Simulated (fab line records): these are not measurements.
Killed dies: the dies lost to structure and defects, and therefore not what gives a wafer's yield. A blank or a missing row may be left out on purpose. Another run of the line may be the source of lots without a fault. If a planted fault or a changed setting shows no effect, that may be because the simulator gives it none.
fab line records	flow n5-finfet
record lots=4	wafers=12	last-day=17
route steps=1938 shown FIN_SAQP@142 FIN_CUT@154 PASSIVATION@1936
lots that met no fault: from a run of the same line without faults
start-h: hours from the record's first day to the start of the lot's first wafer shown	wait-h: time in hours since the lot's previous step	" identical to the entry in the row above	L1.1+2: a row that stands for several wafers	- no value, or no start was given	* or withheld: withheld	< > ~ a bound
route shown NAME@n: names a module that has steps shown in the file, with the first one's number in the route	usual: mean/standard deviation of fault-free wafers	same: alike in all rows	chamber/n: place in a boat	sites: the reading at each site	_std_site: their standard deviation	_edge_site: mean of outer sites minus mean of inner sites	radius-mm: how far each site lies from the wafer's centre	mask NAME#n: copy n	behind: tool/chamber where the wafer was last shaped	hold: the reason the lot was held/the length of the hold in hours/how it ended	device: names the non-switching transistor (n, p or np)	end of line: at the end of the route, the tests of the same wafers	a step with no rows: only its recipe	killed: dies lost to structure and defects at the first sort, not the wafer's yield	map: per-die view of a wafer (x killed, . not killed, _ where there is no die)
set.NAME: the setting as run; set.NAME@STEP: as run at that earlier step	model.NAME: the simulator's own value behind a step, which no gauge read
lots at selected steps of the route; one table per step, one row per wafer
services: when a tool's chamber went out of use (start-h, in hours from the record's first day, below 0 if earlier), for how many hours, and the reason
## steps
# step N5_FIN_SAQP_HM_OPEN_33
# recipe chemistry=CH3F/O2	target=SiNx	mask-material=SiO2	target-depth-a=494	time-s=70.6	pressure-mtorr=30	source-w=395	bias-w=73	Ar_flow_sccm=150	CH3F_flow_sccm=30	O2_flow_sccm=20	ion-energy-ev=120	ends=cleared
# step N5_FIN_SAQP_ETCH_34
# recipe chemistry=C4F6/O2	target=SiO2	target-depth-a=450	time-s=15	ion-energy-ev=250	pressure-mtorr=30	source-w=345	bias-w=185	Ar_flow_sccm=300	C4F6_flow_sccm=10	O2_flow_sccm=10	ends=cleared
# step N5_FIN_SAQP_STRIP_77
# recipe chemistry=N2/H2	time-s=90	power-w=100	temp-c=40	pressure-mtorr=100	rf-frequency-hz=6e+07	bias-power-w=3	n2-flow-sccm=300	h2-flow-sccm=300
# step N5_FIN_SAQP_ETCH_64
# recipe chemistry=CF4	target=SiO2	target-depth-a=15	ion-energy-ev=350	pressure-mtorr=10	icp-w=800	bias-w=400	cf4-flow-sccm=80
# step N5_FIN_SAQP_FIN_ETCH_36
# recipe chemistry=HBr/Cl2/O2	target-depth-a=1200	mask-material=SiNx	time-s=50.4	bias-w=102	pressure-mtorr=10	icp-w=800	HBr_flow_sccm=150	Cl2_flow_sccm=80	O2_flow_sccm=12
# step N5_FIN_SAQP_PRECLEAN_38
# recipe chemistry=O3/DIW	time-s=45	temp-c=22	o3-ppm=10
# step N5_FIN_SAQP_PRECLEAN_45
# recipe chemistry=dHF	time-s=10	dilution=500:1	temp-c=25
# step N5_FIN_SAQP_SRD_39
# recipe dry=ipa-marangoni	time-s=30	temp-c=23	rinse-liquid=diw
# step N5_FIN_CUT_COAT_18
# recipe resist=SOC	temp-c=250	time-s=60	spin-rpm=1500	resist-thk-nm=230
# usual plate-temp-C=249.98/0.16	spin-speed-rpm=1499.9/0.98
lot.wafer	tool	chamber	start-h	wait-h	plate-temp-C	spin-speed-rpm	model.SOC_of_FIN_CUT_COAT_18.thk-nm
L189.1	litho-track-04	0	28.53	0.0	249.93	1500.8	229
L189.4	"	0	"	"	249.93	1499.7	229
L189.6	"	0	"	"	249.82	1499.6	229.6
L198.1	litho-track-04	0	82.70	0.0	249.95	1577.6	224.8
L198.3	"	0	"	"	249.83	1578.4	225
L198.4	"	0	"	"	250.31	1578.2	225.4
L199.2	litho-track-04	0	87.35	0.0	250.02	1578.9	224
L199.3	"	0	"	"	250.04	1578.5	225.2
L199.5	"	0	"	"	250.46	1580.3	224.2
L201.1	litho-track-02	0	100.69	0.0	249.69	1501.6	229.8
L201.3	"	0	"	"	249.86	1500.8	229.4
L201.5	"	0	"	"	249.81	1501.3	229.2
# step N5_FIN_CUT_COAT_19
# recipe resist=SiARC	temp-c=220	time-s=60	spin-rpm=1500	resist-thk-nm=20
# step N5_FIN_CUT_COAT_29
# recipe resist=underlayer	temp-c=205	time-s=60	spin-rpm=1500	resist-thk-nm=10
# step N5_FIN_CUT_COAT_02
# recipe resist=CAR-EUV	spin-rpm=1500	resist-thk-nm=30
# step N5_FIN_CUT_EBR_04
# recipe solvent=PGMEA	ebr-width-mm=1.5
# step N5_FIN_CUT_SOFTBAKE_03
# recipe temp-c=110	time-s=60	resist=CAR-EUV
# step N5_FIN_CUT_EXPOSE_05
# recipe mask-id=FIN_CUT	na=0.33	source-shape=annular	sigma-inner=0.35	sigma-outer=0.8	polarization=unpolarized	dose-mj=45.75
# step N5_FIN_CUT_PEB_06
# recipe peb-temp-c=100	peb-time-s=60	resist=CAR-EUV
# step N5_FIN_CUT_DEVELOP_07
# recipe develop-time-s=30	developer=TMAH	resist=CAR-EUV	rinse-liquid=surfactant-rinse	dry=air-spin	dev-temp-c=23
# step N5_FIN_CUT_DESCUM_13
# recipe chemistry=O2	time-s=7	source-power-w=50	bias-power-w=20	pressure-mtorr=20	rf-frequency-hz=2.712e+07	temp-c=40	resist=CAR-EUV	o2-flow-sccm=225
# step N5_FIN_CUT_ETCH_30
# recipe chemistry=N2/H2	target=underlayer	target-depth-a=130	mask-material=CAR-EUV	time-s=10.4	ion-energy-ev=200	pressure-mtorr=30	source-w=840	bias-w=150	n2-flow-sccm=200	h2-flow-sccm=200	ends=cleared
# step N5_FIN_CUT_ETCH_20
# recipe chemistry=CF4	target=SiARC	target-depth-a=260	mask-material=CAR-EUV	time-s=43.3	ion-energy-ev=80	pressure-mtorr=40	source-w=545	bias-w=36	Ar_flow_sccm=100	cf4-flow-sccm=100	ends=cleared
# step N5_FIN_CUT_ETCH_21
# recipe chemistry=N2/H2	target=SOC	target-depth-a=2190	overetch-a=438	mask-material=SiARC	temp-c=40	ion-energy-ev=100	bias-w=61	time-s=523.5	pressure-mtorr=30	source-w=850	n2-flow-sccm=200	h2-flow-sccm=200
# usual bias-w=60.98/0.16	drypump-motor-current-A=5.6/0.43	oes-product-au=0.73/0.065	rf-vpp-V=241.2/1.3	showerhead-plenum-p-Torr=2.57/0.088	throttle-valve-pct=17.81/0.23
lot.wafer	tool	chamber	start-h	wait-h	bias-w	drypump-motor-current-A	oes-product-au	rf-hours-counter-h	rf-vpp-V	showerhead-plenum-p-Torr	throttle-valve-pct	model.etch.depth-nm
L189.1	rie-diel-03	3	29.15	0.0	60.98	4.9	0.72	130	242.4	2.66	18.11	229.1
L189.4	"	0	"	"	60.79	6.0	0.64	246	241.2	2.65	18.36	229
L189.6	"	1	"	"	60.95	6.5	0.74	-	240.9	2.55	17.61	229.6
L198.1	rie-diel-02	1	83.33	0.0	61.06	5.4	0.80	34	242.3	2.69	17.45	224.8
L198.3	"	2	"	"	61.20	5.5	0.70	150	240.6	2.52	17.72	225
L198.4	"	3	"	"	60.95	5.6	0.69	169	239.5	2.42	17.81	225.3
L199.2	rie-diel-06	3	87.96	0.0	60.95	5.8	0.65	172	241.4	2.53	17.85	224
L199.3	"	2	"	"	61.24	5.8	0.75	77	238.3	2.38	17.84	225.1
L199.5	"	1	"	"	60.89	5.4	0.81	-	241.2	2.57	17.53	224.2
L201.1	rie-diel-02	0	101.30	0.0	61.06	5.5	0.77	81	240.6	2.49	17.77	229.9
L201.3	"	2	"	"	61.08	5.5	0.71	155	240.8	2.52	17.74	229.3
L201.5	"	3	"	"	61.25	5.7	0.70	-	239.8	2.42	17.83	229.2
# step N5_FIN_CUT_STRIP_23
# recipe chemistry=N2/H2	temp-c=40	n2-flow-sccm=200	h2-flow-sccm=200	rf-frequency-hz=6e+07
# step N5_FIN_CUT_STRIP_31
# recipe chemistry=N2/H2	temp-c=40	n2-flow-sccm=200	h2-flow-sccm=200	rf-frequency-hz=6e+07
# step N5_FIN_CUT_STRIP_24
# recipe chemistry=CF4	resist=SiARC	power-w=300	bias-power-w=75	pressure-mtorr=50	cf4-flow-sccm=150	rf-frequency-hz=6e+07
# step N5_FIN_CUT_CUT_ETCH_26
# recipe chemistry=CH3F/O2	target=SiNx	target-depth-a=390	mask-material=SOC	time-s=55.7	pressure-mtorr=30	source-w=395	bias-w=73	Ar_flow_sccm=150	CH3F_flow_sccm=30	O2_flow_sccm=20	ion-energy-ev=120
# step N5_FIN_CUT_CUT_ETCH_27
# recipe chemistry=CHF3/O2	target=SiO2	target-depth-a=40	mask-material=SOC	overetch-a=20	time-s=4.9	pressure-mtorr=30	source-w=650	bias-w=170	Ar_flow_sccm=200	CHF3_flow_sccm=50	O2_flow_sccm=5	ion-energy-ev=200
# step N5_FIN_CUT_PRECLEAN_35
# recipe time-s=13.3	temp-c=45	pressure-torr=125	p-hf-torr=3	p-coreactant-torr=25	chemistry=vHF
# step N5_FIN_CUT_CUT_ETCH_15
# recipe chemistry=HBr/Cl2/O2	target=Si	target-depth-a=1000	bt-time-s=10	mask-material=SOC	time-s=42.4	ion-energy-ev=*	bias-w=*	pressure-mtorr=10	icp-w=800	HBr_flow_sccm=150	Cl2_flow_sccm=80	O2_flow_sccm=12
# step N5_FIN_CUT_CUT_ETCH_28
# recipe chemistry=HBr/Cl2/O2	target=Si	target-depth-a=60	mask-material=SOC	time-s=2.4	ion-energy-ev=*	bias-w=*	pressure-mtorr=10	icp-w=800	HBr_flow_sccm=150	Cl2_flow_sccm=80	O2_flow_sccm=12
# usual bias-w=*	drypump-motor-current-A=5.7/0.44	oes-product-au=0.991/0.014	throttle-valve-pct=37.2/0.32
lot.wafer	tool	chamber	start-h	wait-h	bias-w	drypump-motor-current-A	oes-product-au	rf-hours-counter-h	throttle-valve-pct	model.SOC_of_FIN_CUT_COAT_18.thk-nm
L189.1	rie-si-04	3	29.74	0.0	*	5.9	0.983	174	37.0	167.6
L189.4	"	0	"	"	*	5.6	0.963	2	37.1	168
L189.6	"	2	"	"	*	5.9	1.004	-	37.3	168.2
L198.1	rie-si-05	0	83.92	0.0	*	6.2	0.993	8	36.9	163
L198.3	"	2	"	"	*	5.1	0.995	91	36.9	164.2
L198.4	"	1	"	"	*	5.9	0.988	51	37.5	164.4
L199.2	rie-si-04	1	88.55	0.0	*	5.6	1.025	140	37.0	162.8
L199.3	"	0	"	"	*	5.6	0.968	3	37.1	164
L199.5	"	1	"	"	*	5.6	1.037	-	37.0	162.4
L201.1	rie-si-05	1	101.89	0.0	*	5.9	0.978	51	37.5	168.6
L201.3	"	3	"	"	*	5.1	0.981	8	37.8	168.4
L201.5	"	3	"	"	*	5.1	0.987	-	37.8	170
# step N5_FIN_CUT_STRIP_22
# recipe chemistry=N2/H2	power-w=500	temp-c=40	pressure-mtorr=50	rf-frequency-hz=6e+07	overash-fraction=0.3	bias-power-w=8	h2-frac=0.5	n2-flow-sccm=300	h2-flow-sccm=300
# step N5_PASSIVATION_PROBE_49
# usual killed_at_M0_to_M3=36/10	killed_at_M4_up=14/5.2	killed-at-contacts=12/6	killed-at-front-end=37/10	killed-at-other=4/3.3	killed-dies=104/18	killed-open=68/14	killed-short=34/7.4
# same gross-dies=1180	killed-at-back-side=0
lot.wafer	tool	chamber	start-h	wait-h	killed_at_M0_to_M3	killed_at_M4_up	killed-at-contacts	killed-at-front-end	killed-at-other	killed-dies	killed-open	killed-short
L198.1	prober-02	-	347.31	0.0	33	19	18	43	1	114	82	30
L198.3	prober-02	-	347.41	0.1	40	24	26	49	5	144	88	49
L198.4	prober-02	-	347.46	0.2	19	19	18	36	1	93	62	24
L199.2	prober-01	-	375.65	0.1	30	14	10	41	8	103	65	37
L199.3	prober-01	-	375.70	0.1	25	10	15	56	1	107	63	43
L199.5	prober-01	-	375.80	0.2	33	8	10	23	6	80	45	32
L201.5	prober-02	-	419.79	0.2	46	17	23	33	6	125	70	55
# killed by level:class
L198.1 MOL_CONTACT_COAG:geometric-particle:open=17 STI_FIN_REVEAL:geometric-particle:open=9 FIN_SAQP:geometric-particle:open=8 FIN_SAQP:geometric-particle:short=8 BEOL_M5:geometric-particle:open=7 BEOL_M1:geometric-particle:open=6 BEOL_M3:geometric-particle:open=5 ILD0:geometric-particle:open=4
L198.3 MOL_CONTACT_COAG:geometric-particle:open=19 FIN_SAQP:geometric-particle:short=14 BEOL_M3:geometric-particle:open=11 FIN_SAQP:geometric-particle:open=10 MOL_CONTACT_COAG:geometric-particle:short=7 BEOL_M5:geometric-particle:open=7 BEOL_M0_SAQP:geometric-particle:open=6 BEOL_M0_SAQP:geometric-particle:short=6
L198.4 MOL_CONTACT_COAG:geometric-particle:open=16 FIN_SAQP:geometric-particle:open=9 HKMG_FIN:area-etch=6 FIN_SAQP:geometric-particle:short=5 BEOL_M1:geometric-particle:open=5 BEOL_M0:geometric-particle:open=4 STARTING-WAFER:geometric-particle:open=4 BEOL_M5:geometric-particle:open=4
L199.2 FIN_SAQP:geometric-particle:open=14 GATE_CUT:geometric-particle:short=9 BEOL_M0_SAQP:geometric-particle:open=9 BEOL_M4:geometric-particle:open=7 BEOL_M0_SAQP:geometric-particle:short=7 MOL_CONTACT_COAG:geometric-particle:open=6 BEOL_M3:geometric-particle:open=6 MIM_BOT:geometric-particle:open=6
L199.3 FIN_SAQP:geometric-particle:short=17 MOL_CONTACT_COAG:geometric-particle:open=12 GATE_CUT:geometric-particle:short=11 FIN_SAQP:geometric-particle:open=9 BEOL_M2:geometric-particle:open=7 BEOL_M0_SAQP:geometric-particle:open=5 ILD0:geometric-particle:open=4 GATE_CUT:geometric-particle:open=4
L199.5 BEOL_M0_SAQP:geometric-particle:short=9 FIN_SAQP:geometric-particle:short=8 MOL_CONTACT_COAG:geometric-particle:open=7 BEOL_M0_SAQP:geometric-particle:open=7 BEOL_M2:geometric-particle:open=7 BEOL_M5:geometric-particle:open=5 FIN_SAQP:geometric-particle:open=4 MOL_CONTACT_COAG:geometric-particle:short=3
L201.5 BEOL_M0_SAQP:geometric-particle:open=16 MOL_CONTACT_COAG:geometric-particle:open=15 BEOL_M0_SAQP:geometric-particle:short=12 MOL_CONTACT_COAG:geometric-particle:short=8 BEOL_M3:geometric-particle:open=7 GATE_CUT:geometric-particle:short=5 BEOL_M5:geometric-particle:short=5 FIN_SAQP:geometric-particle:short=4
## services
tool	chamber	start-h	hours	kind
rie-diel-02	1	6.16	3.1	repair
rie-si-05	3	8.28	9.7	repair
rie-diel-03	3	22.47	5.6	repair
rie-diel-03	-	24.05	0.2	repair
rie-diel-03	0	40.63	-	clean
rie-diel-03	0	40.63	-	consumable-replace:focus-ring
rie-diel-03	0	40.63	23.0	scheduled-down
rie-diel-03	0	40.63	23.0	vent-cycle
rie-diel-06	-	46.09	0.8	repair
rie-si-05	-	90.61	0.2	repair
rie-diel-06	0	92.05	-	clean
rie-diel-06	0	92.05	-	consumable-replace:focus-ring
rie-diel-06	0	92.05	18.9	scheduled-down
rie-diel-06	0	92.05	18.9	vent-cycle
## key
first-sign step=N5_FIN_CUT_COAT_18	reading=spin-speed-rpm	direction=up	sigmas=81	usual=*	struck=*
effect none on later readings
model-effect step=N5_FIN_CUT_COAT_18	value=SOC_of_FIN_CUT_COAT_18.thk-nm	without=230.6	struck=224.8
model-effect step=N5_FIN_CUT_ETCH_21	value=etch.depth-nm	without=230.6	struck=224.7
model-effect step=N5_FIN_CUT_CUT_ETCH_28	value=SOC_of_FIN_CUT_COAT_18.thk-nm	without=169.3	struck=163.5
met-at N5_FIN_CUT_COAT_18
struck-wafers L198.1,L198.3,L198.4,L199.2,L199.3,L199.5
tester-left-out L198,L199
onset-between 28.53 82.70
fault kind=process-parameter-drift	tool=litho-track-04	chamber=-	onset-h=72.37	steps=N5_FIN_CUT_COAT_18	channel=spin-rpm	offset=*	shape=step	end-h=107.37	acts-in=*	stated=*
# tester-left-out: of these lots the tester's yield and bins aren't shown, on N5 and GAA mostly nor the transistor test; their killed dies are dies lost to structure and defects alone, not to doping, threshold or leakage, so they don't give the yield
